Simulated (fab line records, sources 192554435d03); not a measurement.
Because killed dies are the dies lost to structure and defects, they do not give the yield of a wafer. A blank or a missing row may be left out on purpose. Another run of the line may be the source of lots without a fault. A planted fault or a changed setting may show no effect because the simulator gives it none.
Chamber matching    flow n5_finfet    N5_BEOL_M1_ETCHBACK_99 on rie_diel-05 has 4 sister chambers
The step etches SiO2 in CHF3, target depth 5 nm, time 10.4 s. 8 wafers are shown with their chamber, then 10 later ones without.

## WAFERS WITH THEIR CHAMBER
wafer   chamber  showerhead_plenum_p_Torr (Torr)  drypump_motor_current_A (A)
L081.4  0        2.16                             6.1
L082.1  0        2.16                             6.1
L082.4  1        2.11                             5.2
L084.1  3        2.12                             5.5
L084.4  1        2.11                             5.2
L084.5  2        2.22                             6.0
L089.1  3        2.12                             5.6
L089.2  2        2.21                             6.0

## WAFERS WITHOUT THEIR CHAMBER
wafer   showerhead_plenum_p_Torr (Torr)  drypump_motor_current_A (A)
L089.4  2.15                             6.2
L090.1  2.10                             5.2
L090.2  2.12                             5.6
L090.3  2.21                             6.0
L093.3  2.12                             5.5
L093.4  2.10                             5.2
L093.6  2.10                             5.2
L095.2  2.15                             6.2
L095.3  2.10                             5.2
L095.6  2.12                             5.5

## EACH ONE'S CHAMBER
wafer   from the rows above  in truth
L089.4  0                    0
L090.1  1                    1
L090.2  3                    3
L090.3  2                    2
L093.3  3                    3
L093.4  1                    1
L093.6  1                    1
L095.2  0                    0
L095.3  1                    1
L095.6  3                    3
Correct placement for 10 of the 10. Not placeable from these rows: 0. 0 placed wrongly.
How it was worked out, from the rows above alone: a wafer's distance from a chamber is the root of the sum, over the readings, of the square of ((its reading less the chamber's mean) divided by the reading's scatter). The wafer belongs to the nearest chamber; if the next one is less than 2 further off, it can't be placed. For every chamber, the mean is computed from those of its wafers that are shown. The scatter: the root of (the sum of the squares of (reading less its chamber's mean) over the shown wafers, divided by (wafers less chambers)).
